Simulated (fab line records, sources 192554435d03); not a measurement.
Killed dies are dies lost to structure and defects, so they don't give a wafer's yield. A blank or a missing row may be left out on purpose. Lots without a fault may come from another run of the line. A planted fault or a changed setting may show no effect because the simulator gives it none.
Chamber matching | flow n5_finfet | N5_MOL_CONTACT_COAG_DESCUM_88 on rie_diel-02: 4 sister chambers
The step chemistry O2, time 7 s. 8 wafers are shown with their chamber, then 10 later ones without.

WAFERS WITH THEIR CHAMBER
wafer  | chamber | showerhead_plenum_p_Torr (Torr) | drypump_motor_current_A (A)
L086.6 | 0       | 2.00                            | 5.6
L090.2 | 1       | 1.97                            | 5.4
L090.3 | 2       | 2.24                            | 5.4
L090.4 | 0       | 1.99                            | 5.6
L090.5 | 2       | 2.24                            | 5.4
L090.6 | 3       | 1.96                            | 6.5
L092.1 | 3       | 1.96                            | 6.6
L092.2 | 1       | 1.97                            | 5.4

WAFERS WITHOUT THEIR CHAMBER
wafer  | showerhead_plenum_p_Torr (Torr) | drypump_motor_current_A (A)
L092.3 | 2.23                            | 5.4
L093.1 | 1.96                            | 6.5
L093.4 | 1.99                            | 5.6
L093.5 | 1.96                            | 6.5
L095.2 | 1.99                            | 5.6
L095.3 | 1.96                            | 6.5
L095.4 | 1.96                            | 6.5
L096.2 | 2.23                            | 5.4
L096.3 | 1.96                            | 6.6
L096.6 | 1.96                            | 6.5

WHICH CHAMBER EACH WENT THROUGH
wafer  | from the rows above | in truth
L092.3 | 2                   | 2
L093.1 | 3                   | 3
L093.4 | 0                   | 0
L093.5 | 3                   | 3
L095.2 | 0                   | 0
L095.3 | 3                   | 3
L095.4 | 3                   | 3
L096.2 | 2                   | 2
L096.3 | 3                   | 3
L096.6 | 3                   | 3
Placed correctly: 10 of 10. Can't be placed from these rows: 0. Placed wrongly: 0.
How it was worked out, from the rows above alone: a wafer's distance from a chamber is the root of the sum, over the readings, of the square of ((its reading less the chamber's mean) divided by the reading's scatter). The wafer belongs to the nearest chamber; if the next one is less than 2 further off, it can't be placed. A chamber's mean is the mean of its shown wafers. The scatter: the root of (the sum of the squares of (reading less its chamber's mean) over the shown wafers, divided by (wafers less chambers)).
